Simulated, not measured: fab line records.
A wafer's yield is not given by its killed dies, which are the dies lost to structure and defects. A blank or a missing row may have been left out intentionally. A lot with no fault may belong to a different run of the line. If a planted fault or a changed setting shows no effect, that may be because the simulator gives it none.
Matching of chambers + flow n5Finfet + N5_BEOL_M1_ETCH_77 on rieDiel-05 has 4 sister chambers
The step etches underlayer in N2/H2, target depth 6.5 nm, time 5.2 s. 8 wafers are shown with their chamber, then 11 later ones without.

== WAFERS, EACH WITH ITS CHAMBER ==
| wafer  | chamber | showerheadPlenumPTorr (Torr) | drypumpMotorCurrentA (A) |
|--------|---------|------------------------------|--------------------------|
| L083.4 | 1       | 2.44                         | 5.8                      |
| L084.5 | 2       | 2.54                         | 5.1                      |
| L085.1 | 1       | 2.43                         | 5.7                      |
| L088.6 | 3       | 2.54                         | 6.3                      |
| L089.3 | 0       | 2.67                         | 5.7                      |
| L089.4 | 2       | 2.54                         | 5.2                      |
| L089.5 | 0       | 2.67                         | 5.7                      |
| L091.1 | 3       | 2.54                         | 6.3                      |

== WAFERS MISSING THEIR CHAMBER ==
| wafer  | showerheadPlenumPTorr (Torr) | drypumpMotorCurrentA (A) |
|--------|------------------------------|--------------------------|
| L091.2 | 2.43                         | 5.8                      |
| L091.4 | 2.53                         | 5.2                      |
| L094.2 | 2.53                         | 5.2                      |
| L094.3 | 2.54                         | 6.3                      |
| L094.5 | 2.54                         | 6.3                      |
| L096.2 | 2.43                         | 5.8                      |
| L096.3 | 2.54                         | 6.3                      |
| L096.6 | 2.54                         | 6.3                      |
| L097.1 | 2.66                         | 5.7                      |
| L097.3 | 2.54                         | 6.3                      |
| L097.4 | 2.53                         | 5.2                      |

== WHICH CHAMBER EACH WENT THROUGH ==
| wafer  | from the rows above | in truth |
|--------|---------------------|----------|
| L091.2 | 1                   | 1        |
| L091.4 | 2                   | 2        |
| L094.2 | 2                   | 2        |
| L094.3 | 3                   | 3        |
| L094.5 | 3                   | 3        |
| L096.2 | 1                   | 1        |
| L096.3 | 3                   | 3        |
| L096.6 | 3                   | 3        |
| L097.1 | 0                   | 0        |
| L097.3 | 3                   | 3        |
| L097.4 | 2                   | 2        |
Correctly placed: 11 of 11. Left unplaced by these rows: 0. Wrongly placed: 0.
How it was worked out, from the rows above alone: a wafer's distance from a chamber is the root of the sum, over the readings, of the square of ((its reading less the chamber's mean) divided by the reading's scatter). If the next closest chamber is less than 2 further off than the closest, the wafer can't be placed; otherwise it belongs to the closest. For every chamber, the mean is computed from those of its wafers that are shown. How the scatter is found: for the shown wafers, subtract from each reading the mean of its chamber, square and add these, divide the total by (wafers less chambers), then take the root.
